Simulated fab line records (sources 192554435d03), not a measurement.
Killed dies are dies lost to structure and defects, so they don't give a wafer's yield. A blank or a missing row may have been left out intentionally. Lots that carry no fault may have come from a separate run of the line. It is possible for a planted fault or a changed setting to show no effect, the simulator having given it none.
fab line records	flow n5-finfet
[record] lots = 6	wafers = 17	last-day = 15
route steps=1938 shown FIN_SAQP@91 BEOL_M4@1111 PASSIVATION@1936
lots that met no fault: from a run of the same line without faults
start-h: hours from the record's opening day to when the first of the lot's shown wafers began	wait-h: how many hours have passed since the lot's step before this one	" the same as in the row above	L1.1+2: a single row standing in for several wafers	- value missing, or start not given	* or withheld: withheld	< > ~ a bound
route shown NAME@n: names a module that has steps shown in the file, with the first one's number in the route	usual: average and standard deviation across the fault-free wafers	same: alike in all rows	chamber/n: place in a boat	sites: each site's reading	_std_site: the values' standard deviation	_edge_site: inner sites' mean taken away from outer sites' mean	radius-mm: for every site, how far away it sits from the centre of the wafer	mask NAME#n: copy n	behind: the most recent tool/chamber to have shaped the wafer	hold: reason for holding the lot/hours on hold/outcome of the hold	device: which transistor (n, p or np) failed to switch	end of line: tests run on the same wafers once the route is complete	a step with no rows: only its recipe	killed: dies that structure and defects cost at the first sort, which is not the same as the wafer's yield	map: a wafer's dies, x killed, . not, _ none there
set.NAME: setting as actually run; set.NAME@STEP: the setting as run at that earlier step	model.NAME: the simulator's own value behind a step, which no gauge read
lots at some steps of the route; a table a step, a row a wafer
services: the hour from which a tool's chamber was out of use, counted from the record's first day as start-h (under 0 if before that day), plus the number of hours and why
[[steps]]
[step N5_FIN_SAQP_PRECLEAN_00]
[recipe] chemistry = SC1	time-s = 60	temp-c = 55	mix = 1:2:50
[step N5_FIN_SAQP_PRECLEAN_44]
[recipe] chemistry = SC2	time-s = 45	temp-c = 35	mix = 1:1:50
[step N5_FIN_SAQP_SRD_01]
[recipe] dry = ipa-marangoni	time-s = 30	temp-c = 23	rinse-liquid = diw
[step N5_FIN_SAQP_ALD_61]
[recipe] material = SiO2	target-thk-a = 40	temp-c = 300	ald-precursor-family = BDEAS	ald-co-reactant = O2-plasma	pulse-time-s = 1	purge-time-s = 2	co-reactant-purge-time-s = 2	ald-cycles = 43	pressure-torr = 2
[usual] heater-power-w = 449/38	precursor-pulse-height-rel = 1.001/0.02
lot.wafer	tool	chamber	start-h	wait-h	heater-power-w	precursor-pulse-height-rel
L204.1	ald-sin-02	2	21.18	0.0	502	0.973
L204.2	"	3	"	"	450	1.017
L204.4	"	0	"	"	436	1.030
L211.1	ald-sin-02	2	64.48	1.5	500	0.992
L211.3	"	3	"	"	441	1.032
L211.4	"	1	"	"	425	1.021
L212.4	ald-sin-03	2	69.07	0.0	385	0.998
L212.5	"	3	"	"	473	0.962
L212.6	"	0	"	"	472	1.008
L216.1	ald-sin-02	0	92.77	0.0	427	1.007
L216.4	"	3	"	"	443	1.016
L216.6	"	2	"	"	503	1.011
L219.2	ald-sin-03	3	110.27	0.0	478	1.013
L219.3	"	1	"	"	394	1.004
L219.4	"	2	"	"	393	0.965
L220.3	ald-sin-02	0	116.76	0.0	427	0.992
L220.4	"	2	"	"	496	1.004
[step N5_FIN_SAQP_DENSIFY_62]
[recipe] temp-c = 700	time-s = 60	ambient = N2	idle-temp-c = 600	ramp-up-c-per-s = 150	ramp-down-c-per-s = 60	cool-to-c = 600
[usual] lamp-power-pct = 9.84/0.058	wafer_temp_C_max = 703.3/0.61
lot.wafer	tool	chamber	start-h	wait-h	lamp-power-pct	wafer_temp_C_max
L204.1	rtp-anneal-02	0	21.38	0.1	9.90	705.3
L204.2	"	0	"	"	9.89	704.8
L204.4	"	0	"	"	9.85	703.2
L211.1	rtp-anneal-01	0	64.74	0.2	9.84	703.3
L211.3	"	0	"	"	9.75	703.8
L211.4	"	0	"	"	9.74	703.1
L212.4	rtp-anneal-02	0	69.37	0.2	9.76	702.3
L212.5	"	0	"	"	9.97	703.4
L212.6	"	0	"	"	9.84	702.8
L216.1	rtp-anneal-01	0	93.10	0.2	9.75	703.6
L216.4	"	0	"	"	9.96	702.7
L216.6	"	0	"	"	9.83	702.4
L219.2	rtp-anneal-02	0	110.55	0.2	9.82	703.2
L219.3	"	0	"	"	9.84	703.1
L219.4	"	0	"	"	9.87	703.0
L220.3	rtp-anneal-02	0	117.02	0.2	9.87	703.3
L220.4	"	0	"	"	9.91	703.8
[step N5_FIN_SAQP_HM_DEP_03]
[recipe] material = SiNx	target-thk-a = 380	temp-c = 400	precursor = SiH4/NH3/N2	pressure-torr = 1.5	rf-w = 300	time-s = 33.6
[usual] heater-power-w = 764/79	showerhead-plenum-p-Torr = 5.11/0.04	throttle-valve-pct = 40/3.4
lot.wafer	tool	chamber	start-h	wait-h	heater-power-w	showerhead-plenum-p-Torr	throttle-valve-pct
L204.1	pecvd-01	0	21.61	0.2	863	5.08	36
L204.2	"	2	"	"	713	5.18	37
L204.4	"	1	"	"	820	5.07	46
L211.1	pecvd-03	0	64.96	0.2	792	5.12	39
L211.3	"	1	"	"	804	5.08	37
L211.4	"	1	"	"	821	5.07	36
L212.4	pecvd-01	0	69.53	0.1	725	5.06	36
L212.5	"	1	"	"	834	5.08	46
L212.6	"	2	"	"	760	5.19	38
L216.1	pecvd-02	0	93.31	0.2	779	5.09	39
L216.4	"	0	"	"	764	5.09	39
L216.6	"	2	"	"	722	5.08	36
L219.2	pecvd-03	1	110.88	0.3	906	5.07	37
L219.3	"	2	"	"	606	5.12	40
L219.4	"	0	"	"	876	5.11	39
L220.3	pecvd-01	0	117.17	0.1	849	5.06	36
L220.4	"	0	"	"	868	5.07	36
[step N5_FIN_SAQP_THK_MEAS_05]
[usual] thk-nm = 37.9/0.5
lot.wafer	tool	chamber	start-h	wait-h	thk-nm
L204.1	film-metro-02	-	21.69	0.1	37.6
L204.2	"	-	"	"	37.8
L204.4	"	-	"	"	38.4
L211.1	film-metro-01	-	65.04	0.1	37.9
L211.3	"	-	"	"	37.7
L211.4	"	-	"	"	38.4
L212.4	film-metro-01	-	69.59	0.0	38.3
L212.5	"	-	"	"	38.0
L212.6	"	-	"	"	38.6
L216.1	film-metro-01	-	93.40	0.1	37.6
L216.4	"	-	"	"	38.8
L216.6	"	-	"	"	38.1
L219.2	film-metro-02	-	110.97	0.1	37.5
L219.3	"	-	"	"	38.1
L219.4	"	-	"	"	37.8
L220.3	film-metro-02	-	117.26	0.1	37.5
L220.4	"	-	"	"	38.5
[step N5_FIN_SAQP_PECVD_47]
[recipe] material = a-Si	target-thk-a = 450	temp-c = 400	precursor = SiH4/He	pressure-torr = 3	rf-w = 100	time-s = 36.3
[usual] heater-power-w = 834/82	showerhead-plenum-p-Torr = 5.640/0.025	throttle-valve-pct = 17.9/1.3
lot.wafer	tool	chamber	start-h	wait-h	heater-power-w	showerhead-plenum-p-Torr	throttle-valve-pct
L204.1	pecvd-03	2	21.73	0.0	633	5.671	18.4
L204.2	"	1	"	"	897	5.619	17.1
L204.4	"	0	"	"	926	5.646	18.0
L211.1	pecvd-03	2	65.08	0.0	673	5.648	18.0
L211.3	"	1	"	"	931	5.608	17.0
L211.4	"	2	"	"	674	5.664	18.3
L212.4	pecvd-03	0	69.65	0.1	873	5.651	17.8
L212.5	"	1	"	"	904	5.634	16.5
L212.6	"	2	"	"	741	5.654	17.9
L216.1	pecvd-01	0	93.44	0.0	879	5.614	16.3
L216.4	"	2	"	"	840	5.714	17.2
L216.6	"	2	"	"	853	5.716	17.3
L219.2	pecvd-02	1	111.01	0.0	817	5.659	18.8
L219.3	"	2	"	"	727	5.618	16.7
L219.4	"	0	"	"	857	5.641	17.8
L220.3	pecvd-02	0	117.30	0.0	819	5.634	17.5
L220.4	"	2	"	"	759	5.627	16.5
[step N5_FIN_SAQP_PECVD_48]
[recipe] material = SiNx	target-thk-a = 250	temp-c = 400	precursor = SiH4/NH3/N2	pressure-torr = 1.5	rf-w = 300	time-s = 22.1
[step N5_FIN_SAQP_PECVD_06]
[recipe] material = a-Si	target-thk-a = 600	temp-c = 400	precursor = SiH4/He	pressure-torr = 3	rf-w = 100	time-s = 48.1
[step N5_FIN_SAQP_THK_MEAS_07]
[usual] thk-nm = 60.1/0.91
lot.wafer	tool	chamber	start-h	wait-h	thk-nm
L204.1	film-metro-02	-	21.90	0.1	59.1
L204.2	"	-	"	"	60.2
L204.4	"	-	"	"	60.6
L211.1	film-metro-01	-	65.25	0.1	59.8
L211.3	"	-	"	"	60.4
L211.4	"	-	"	"	59.9
L212.4	film-metro-01	-	69.80	0.0	60.9
L212.5	"	-	"	"	61.9
L212.6	"	-	"	"	60.2
L216.1	film-metro-02	-	93.68	0.1	59.5
L216.4	"	-	"	"	61.2
L216.6	"	-	"	"	60.4
L219.2	film-metro-01	-	111.18	0.1	59.2
L219.3	"	-	"	"	59.5
L219.4	"	-	"	"	60.5
L220.3	film-metro-02	-	117.47	0.1	58.6
L220.4	"	-	"	"	59.0
[step N5_FIN_SAQP_HM_DEP_72]
[recipe] material = SiO2	target-thk-a = 120	temp-c = 400	precursor = SiH4/N2O	pressure-torr = 0.75	rf-w = 275	time-s = 7.2
[usual] heater-power-w = 777/84	showerhead-plenum-p-Torr = 8.09/0.081
lot.wafer	tool	chamber	start-h	wait-h	heater-power-w	showerhead-plenum-p-Torr
L204.1	pecvd-02	0	21.94	0.0	788	8.05
L204.2	"	1	"	"	763	8.14
L204.4	"	1	"	"	803	8.15
L211.1	pecvd-02	1	65.29	0.0	783	8.13
L211.3	"	0	"	"	799	8.04
L211.4	"	0	"	"	794	8.04
L212.4	pecvd-01	2	69.86	0.1	728	8.24
L212.5	"	0	"	"	894	8.03
L212.6	"	1	"	"	791	8.02
L216.1	pecvd-01	0	93.71	0.0	855	8.03
L216.4	"	0	"	"	858	8.02
L216.6	"	2	"	"	794	8.25
L219.2	pecvd-01	0	111.21	0.0	787	8.03
L219.3	"	2	"	"	844	8.26
L219.4	"	0	"	"	798	8.00
L220.3	pecvd-01	0	117.51	0.0	832	8.03
L220.4	"	2	"	"	833	8.23
[step N5_FIN_SAQP_COAT_49]
[recipe] resist = SOC	temp-c = 250	time-s = 60	spin-rpm = 1500	resist-thk-nm = 100
[usual] heater-power-total-W = 500.5/1.8	run-length-s = 66.26/0.2
lot.wafer	tool	chamber	start-h	wait-h	heater-power-total-W	run-length-s
L204.1	litho-track-02	0	22.04	0.1	498.1	66.32
L204.2	"	0	"	"	498.7	66.27
L204.4	"	0	"	"	499.9	66.26
L211.1	litho-track-02	0	65.36	0.1	500.7	66.25
L211.3	"	0	"	"	499.8	66.44
L211.4	"	0	"	"	498.0	66.31
L212.4	litho-track-02	0	69.91	0.0	499.0	66.27
L212.5	"	0	"	"	501.0	66.46
L212.6	"	0	"	"	502.9	66.49
L216.1	litho-track-02	0	93.81	0.1	500.4	66.27
L216.4	"	0	"	"	497.7	66.26
L216.6	"	0	"	"	497.5	66.44
L219.2	litho-track-02	0	111.29	0.1	501.8	66.33
L219.3	"	0	"	"	500.6	66.25
L219.4	"	0	"	"	524.2	61.53
L220.3	litho-track-02	0	117.58	0.1	501.5	66.25
L220.4	"	0	"	"	523.9	61.46
[step N5_FIN_SAQP_COAT_50]
[recipe] resist = SiARC	temp-c = 220	time-s = 60	spin-rpm = 1500	resist-thk-nm = 35
[step N5_BEOL_M4_RC_MEAS_101]
[usual] DIBL_N = 35.9/1.6	DIBL_P = 35.6/2.1	IOFF_N = 0.149/0.029	IOFF_P = 0.20/0.033	ION_N = 671/11	ION_P = 460/7.3	SS_N = 71.4/0.62	SS_P = 73.2/0.65	VT_N = 251/3.1	VT_P = -251/3.4
lot.wafer	tool	chamber	start-h	wait-h	DIBL_N[mV/V]	DIBL_P[mV/V]	IOFF_N[nA/um]	IOFF_P[nA/um]	ION_N[uA/um]	ION_P[uA/um]	SS_N[mV/dec]	SS_P[mV/dec]	VT_N[mV]	VT_P[mV]
L204.1	prober-02	0	165.30	0.0	34.7	35.3	0.124	0.17	662	454	71.0	73.4	256	-254
L204.2	"	0	"	"	34.8	35.0	0.120	0.16	652	450	70.7	73.1	255	-255
L204.4	"	0	"	"	36.1	34.7	0.132	0.15	653	445	71.4	73.5	254	-258
L211.1	prober-02	0	205.27	0.0	36.8	36.5	0.165	0.25	679	473	71.7	73.8	249	-248
L211.3	"	0	"	"	36.9	36.4	0.173	0.25	684	476	70.7	73.4	248	-247
L211.4	"	0	"	"	37.4	37.0	0.172	0.26	681	474	71.9	74.2	249	-247
L212.4	prober-01	0	209.50	0.5	38.4	40.8	0.194	0.27	684	474	72.3	74.1	249	-245
L212.5	"	0	"	"	37.5	40.9	0.187	0.27	691	475	71.2	74.5	246	-245
L212.6	"	0	"	"	37.2	39.6	0.186	0.25	692	475	71.2	74.3	248	-247
L216.1	prober-02	0	233.55	0.0	37.7	37.6	0.173	0.20	676	452	72.1	73.4	250	-253
L216.4	"	0	"	"	35.5	35.1	0.132	0.16	651	448	70.6	72.9	254	-258
L216.6	"	0	"	"	36.4	36.5	0.149	0.19	669	456	71.3	73.9	252	-254
L219.2	prober-01	0	257.49	0.2	38.9	37.7	0.172	0.21	681	459	72.8	74.3	249	-253
L219.3	"	0	"	"	35.9	35.4	0.135	0.18	668	458	71.1	74.0	251	-253
L219.4	"	0	"	"	35.8	36.1	0.137	0.18	680	466	71.0	73.4	253	-252
L220.3	prober-02	0	257.91	0.3	37.6	36.2	0.156	0.20	676	455	71.9	73.9	249	-250
L220.4	"	0	"	"	36.7	35.3	0.145	0.19	672	460	70.9	73.0	251	-251
[step N5_PASSIVATION_PROBE_49]
[usual] defect-limited-yield = 90.9/1.5	killed_at_M0_to_M3 = 36/9.9	killed_at_M4_up = 13/4.5	killed-at-contacts = 13/6.4	killed-at-front-end = 42/12	killed-at-other = 3.4/3	killed-dies = 107/18	killed-open = 69/13	killed-short = 35/8.2	sort_bin_5_function = 5.3/1.1	sort_bin_6_memory = 3.4/0.69	sort_bin_8_speed = 0.00/0.0071	sort-n-pass = 1073/18	sort-yield-pct = 90.9/1.5
[same] gross-dies = 1180	killed-at-back-side = 0	sort_bin_4_leakage[%] = 0
lot.wafer	tool	chamber	start-h	wait-h	defect-limited-yield[%]	killed_at_M0_to_M3	killed_at_M4_up	killed-at-contacts	killed-at-front-end	killed-at-other	killed-dies	killed-open	killed-short	sort_bin_5_function[%]	sort_bin_6_memory[%]	sort_bin_8_speed[%]	sort-n-pass	sort-yield-pct[%]
L212.4	prober-01	-	306.51	0.2	90.8	37	16	11	38	6	108	75	33	5.3	3.5	0	1072	90.8
L212.5	prober-01	-	306.56	0.2	91.5	41	9	4	42	4	100	53	46	4.3	3.7	0	1080	91.5
L212.6	prober-01	-	306.61	0.3	91.2	29	26	12	34	3	104	66	37	5.0	3.6	0	1076	91.2
L211.1	prober-02	-	307.98	0.0	91.4	33	11	12	43	2	101	69	27	5.4	2.5	0	1079	91.4
L211.3	prober-02	-	308.08	0.1	89.1	50	14	14	51	0	129	86	41	7.1	3.4	0	1051	89.1
L211.4	prober-02	-	308.13	0.2	88.3	26	17	20	74	1	138	94	40	7.5	3.9	0	1042	88.3
L216.1	prober-01	-	331.58	0.0	91.5	41	21	3	35	0	100	75	24	5.8	2.4	0	1080	91.5
L216.4	prober-01	-	331.73	0.2	93.1	26	23	2	30	1	82	62	19	4.2	2.5	0	1098	93.1
L216.6	prober-01	-	331.83	0.3	90.3	33	21	11	48	1	114	84	28	5.6	3.7	0	1066	90.3
L220.3	prober-01	-	354.11	0.1	90.0	34	5	26	47	6	118	79	39	6.4	3.3	0	1062	90.0
L220.4	prober-01	-	354.16	0.2	89.7	24	10	30	53	4	121	87	29	5.8	3.6	0	1059	89.7
L219.2	prober-02	-	356.03	0.1	89.7	53	12	22	32	2	121	78	42	6.0	3.9	0	1059	89.7
L219.3	prober-02	-	356.08	0.1	90.3	30	11	23	45	6	115	83	30	5.7	3.5	0	1065	90.3
L219.4	prober-02	-	356.13	0.2	91.1	42	14	11	36	2	105	65	35	6.5	2.0	0	1075	91.1
// killed by level:class
L212.4 BEOL_M0_SAQP:geometric-particle:open=14 MOL_CONTACT_COAG:geometric-particle:open=9 FIN_SAQP:geometric-particle:open=8 BEOL_M4:geometric-particle:open=8 STI_FIN_REVEAL:geometric-particle:open=7 BEOL_M0_SAQP:geometric-particle:short=7 FIN_SAQP:geometric-particle:short=6 BEOL_M1:geometric-particle:open=6
L212.5 FIN_SAQP:geometric-particle:short=13 BEOL_M0_SAQP:geometric-particle:open=11 BEOL_M0_SAQP:geometric-particle:short=8 GATE_CUT:geometric-particle:short=7 BEOL_M4:geometric-particle:open=7 STI_FIN_REVEAL:geometric-particle:open=5 BEOL_M1:geometric-particle:open=5 BEOL_M2:geometric-particle:short=5
L212.6 BEOL_M4:geometric-particle:open=14 BEOL_M0_SAQP:geometric-particle:short=12 MOL_CONTACT_COAG:geometric-particle:open=9 FIN_SAQP:geometric-particle:short=6 DUMMY_GATE:geometric-particle:open=6 GATE_CUT:geometric-particle:open=5 BEOL_M0_SAQP:geometric-particle:open=5 BEOL_M2:geometric-particle:open=4
L211.1 FIN_SAQP:geometric-particle:open=10 BEOL_M0_SAQP:geometric-particle:open=10 STI_FIN_REVEAL:geometric-particle:open=9 DUMMY_GATE:geometric-particle:open=7 MOL_CONTACT_COAG:geometric-particle:open=7 BEOL_M0_SAQP:geometric-particle:short=7 BEOL_M1:geometric-particle:open=7 FIN_SAQP:geometric-particle:short=6
L211.3 FIN_SAQP:geometric-particle:open=13 STI_FIN_REVEAL:geometric-particle:open=13 BEOL_M0_SAQP:geometric-particle:short=13 MOL_CONTACT_COAG:geometric-particle:open=12 FIN_SAQP:geometric-particle:short=8 BEOL_M0_SAQP:geometric-particle:open=8 BEOL_M2:geometric-particle:open=8 DUMMY_GATE:geometric-particle:open=7
L211.4 FIN_SAQP:geometric-particle:open=18 MOL_CONTACT_COAG:geometric-particle:open=15 FIN_SAQP:geometric-particle:short=13 STI_FIN_REVEAL:geometric-particle:open=12 DUMMY_GATE:geometric-particle:open=11 BEOL_M2:geometric-particle:open=9 BEOL_M4:geometric-particle:open=6 MOL_CONTACT_COAG:geometric-particle:short=4
L216.1 BEOL_M2:geometric-particle:open=17 FIN_SAQP:geometric-particle:open=11 BEOL_M3:geometric-particle:open=10 BEOL_M4:geometric-particle:open=10 FIN_SAQP:geometric-particle:short=6 BEOL_M0:geometric-particle:open=4 BEOL_M5:geometric-particle:open=4 STI_FIN_REVEAL:geometric-particle:open=3
L216.4 BEOL_M4:geometric-particle:open=12 FIN_SAQP:geometric-particle:open=10 STI_FIN_REVEAL:geometric-particle:open=8 BEOL_M3:geometric-particle:open=7 BEOL_M0_SAQP:geometric-particle:short=6 BEOL_M0_SAQP:geometric-particle:open=5 BEOL_M5:geometric-particle:open=5 BEOL_M1:geometric-particle:open=4
L216.6 FIN_SAQP:geometric-particle:open=17 BEOL_M1:geometric-particle:open=10 MOL_CONTACT_COAG:geometric-particle:open=9 BEOL_M2:geometric-particle:open=7 BEOL_M4:geometric-particle:open=7 STI_FIN_REVEAL:geometric-particle:open=6 BEOL_M5:geometric-particle:open=6 FIN_SAQP:geometric-particle:short=5
L220.3 MOL_CONTACT_COAG:geometric-particle:open=22 FIN_SAQP:geometric-particle:open=15 FIN_SAQP:geometric-particle:short=14 STI_FIN_REVEAL:geometric-particle:open=10 BEOL_M2:geometric-particle:open=9 BEOL_M0_SAQP:geometric-particle:short=9 BEOL_M1:geometric-particle:open=6 BEOL_M4:geometric-particle:open=4
L220.4 MOL_CONTACT_COAG:geometric-particle:open=26 FIN_SAQP:geometric-particle:short=10 BEOL_M3:geometric-particle:open=10 FIN_SAQP:geometric-particle:open=9 STI_FIN_REVEAL:geometric-particle:open=9 BEOL_M4:geometric-particle:open=5 STARTING-WAFER:geometric-particle:open=5 HKMG_FIN:area-etch=5
L219.2 MOL_CONTACT_COAG:geometric-particle:open=13 BEOL_M3:geometric-particle:open=12 BEOL_M0_SAQP:geometric-particle:open=11 STI_FIN_REVEAL:geometric-particle:open=9 MOL_CONTACT_COAG:geometric-particle:short=9 BEOL_M1:geometric-particle:open=8 BEOL_M0_SAQP:geometric-particle:short=6 FIN_SAQP:geometric-particle:short=5
L219.3 MOL_CONTACT_COAG:geometric-particle:open=19 FIN_SAQP:geometric-particle:open=17 BEOL_M3:geometric-particle:open=9 FIN_SAQP:geometric-particle:short=5 STI_FIN_REVEAL:geometric-particle:open=4 ILD0:geometric-particle:open=4 MOL_CONTACT_COAG:geometric-particle:short=4 BEOL_M0_SAQP:geometric-particle:open=4
L219.4 BEOL_M0_SAQP:geometric-particle:open=15 BEOL_M0_SAQP:geometric-particle:short=13 FIN_SAQP:geometric-particle:open=9 MOL_CONTACT_COAG:geometric-particle:open=7 BEOL_M4:geometric-particle:open=6 FIN_SAQP:geometric-particle:short=5 STI_FIN_REVEAL:geometric-particle:open=4 MOL_CONTACT_COAG:geometric-particle:short=4
[[services]]
tool	chamber	start-h	hours	kind
ald-sin-03	1	16.07	8.5	repair
ald-sin-03	2	16.97	14.5	repair
pecvd-02	2	21.12	-	clean
pecvd-02	2	21.12	-	consumable-replace:showerhead
pecvd-02	2	21.12	29.0	scheduled-down
pecvd-02	2	21.12	29.0	vent-cycle
pecvd-01	-	33.19	1.0	repair
pecvd-03	0	37.29	2.1	scheduled-down
ald-sin-03	-	59.72	6.0	pm
ald-sin-02	0	64.17	15.5	repair
pecvd-01	1	71.42	5.5	scheduled-down
ald-sin-02	3	77.70	2.4	repair
pecvd-01	2	79.71	5.0	scheduled-down
pecvd-01	1	87.10	7.3	repair
pecvd-03	1	99.02	4.0	repair
pecvd-02	1	104.67	2.1	scheduled-down
ald-sin-03	0	108.65	1.6	repair
ald-sin-03	1	110.91	6.8	repair
pecvd-03	0	111.94	5.5	scheduled-down
ald-sin-02	-	112.32	0.6	repair
[[key]]
[first-sign] step = N5_FIN_SAQP_COAT_49	reading = run-length-s	direction = down	sigmas = 23	usual = *	struck = *
[effect] step = N5_FIN_SAQP_COAT_49	reading = heater-power-total-W	direction = up	sigmas = 13	usual = *	struck = *
met-at N5_FIN_SAQP_COAT_49
struck-wafers L219.4,L220.4
onset-between 93.81 111.29
[fault] kind = process-parameter-drift	tool = litho-track-02	chamber = -	onset-h = 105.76	steps = N5_FIN_SAQP_COAT_49	channel = time-s	offset = *	shape = step	end-h = 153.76	scope = struck-wafers-only	acts-in = *	stated = *
